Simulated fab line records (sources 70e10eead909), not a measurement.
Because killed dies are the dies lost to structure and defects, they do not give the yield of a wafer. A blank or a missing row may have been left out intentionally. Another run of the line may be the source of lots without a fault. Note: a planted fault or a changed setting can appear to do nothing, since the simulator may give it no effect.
A single fault, viewed from 2 desks | flow nand_harc | every desk sees just its own numbers, and what lay behind them comes last

== THE DEFECT DESK ==
Inspection counts along the route, by lot: the mean over sampled wafers that carry a number. Any lot whose mean is over 4 standard deviations away from the usual mean is out of limits and marked OUT; that distance is given in the brackets.
Columns: A = raw_defect_count at NHARC_A_CHANNEL_FILL_D2_INSPECT_13, usual 405
lot  | first seen here | A
L389 | day 15 07:51    | 458
L390 | day 15 20:13    | 608
L393 | day 16 16:35    | 464
L395 | day 17 15:49    | 486
L397 | day 18 16:35    | 398
L398 | day 19 15:30    | 389
L400 | day 19 22:06    | 356
L401 | day 19 22:11    | 375
L407 | day 23 09:53    | 187
L409 | day 23 23:29    | 437
L411 | day 24 17:08    | 340
L412 | day 25 03:45    | 173
Result from this desk: across the 12 lots, nothing is out of limits.

== THE TOOL OWNER'S DESK: furnace-07 ==
At NHARC_A_CHANNEL_FILL_D2_ANNEAL_22 (time 7200 s), the tool's own readings, given per lot that ran on this tool as the mean of the sampled wafers with a number. Any lot whose mean is over 4 standard deviations away from the usual mean is out of limits and marked OUT; that distance is given in the brackets.
Columns: A = spike_tc_bottom_C at NHARC_A_CHANNEL_FILL_D2_ANNEAL_22, usual 639.8 C; B = spike_tc_centre_C at NHARC_A_CHANNEL_FILL_D2_ANNEAL_22, usual 621.0 C; C = spike_tc_lower_C at NHARC_A_CHANNEL_FILL_D2_ANNEAL_22, usual 620.7 C; D = spike_tc_top_C at NHARC_A_CHANNEL_FILL_D2_ANNEAL_22, usual 641 C; E = spike_tc_upper_C at NHARC_A_CHANNEL_FILL_D2_ANNEAL_22, usual 620.0 C; F = tube_center_temp_C at NHARC_A_CHANNEL_FILL_D2_ANNEAL_22, usual 620 C; G = tube_center_temp_C_max at NHARC_A_CHANNEL_FILL_D2_ANNEAL_22, usual 621.61
lot  | first seen here | A               | B               | C               | D              | E               | F                     | G
L395 | day 16 23:48    | 641.0           | 618.8           | 620.4           | 640            | 620.9           | 620                   | 621.55
L400 | day 19 04:18    | 668.3 (+18) OUT | 646.3 (+18) OUT | 646.9 (+24) OUT | 667 (+8.6) OUT | 645.8 (+23) OUT | 647 (+99 or more) OUT | 648.77 (+99 or more) OUT
L401 | day 19 04:18    | 667.9 (+18) OUT | 647.9 (+19) OUT | 647.1 (+24) OUT | 667 (+8.6) OUT | 647.8 (+25) OUT | 647 (+99 or more) OUT | 648.99 (+99 or more) OUT
L412 | day 24 11:49    | 641.1           | 619.9           | 619.5           | 639            | 619.8           | 620                   | 621.55
This desk's verdict: out of limits on L400, L401, starting with L400 at day 19 04:18 (spike_tc_bottom_C at NHARC_A_CHANNEL_FILL_D2_ANNEAL_22). L395, L412: within limits.

== BROUGHT TOGETHER ==
The tool owner's desk could have raised an alarm at day 19 04:18, on L400, L401.
No out-of-limits result turned up at the defect desk.
The defect desk has L400, L401 on record, within its limits.
NHARC_A_CHANNEL_FILL_D2_ANNEAL_22 was run on furnace-07 by each of the lots named.

== WHAT THE SIMULATOR HAD INSERTED ==
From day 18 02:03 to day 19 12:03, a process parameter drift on furnace-07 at NHARC_A_CHANNEL_FILL_D2_ANNEAL_22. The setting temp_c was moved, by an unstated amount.
Shown lots that were struck: L400, L401.
Time in hours from fault onset to the first out-of-limits reading at each desk: the tool owner's desk, 26.
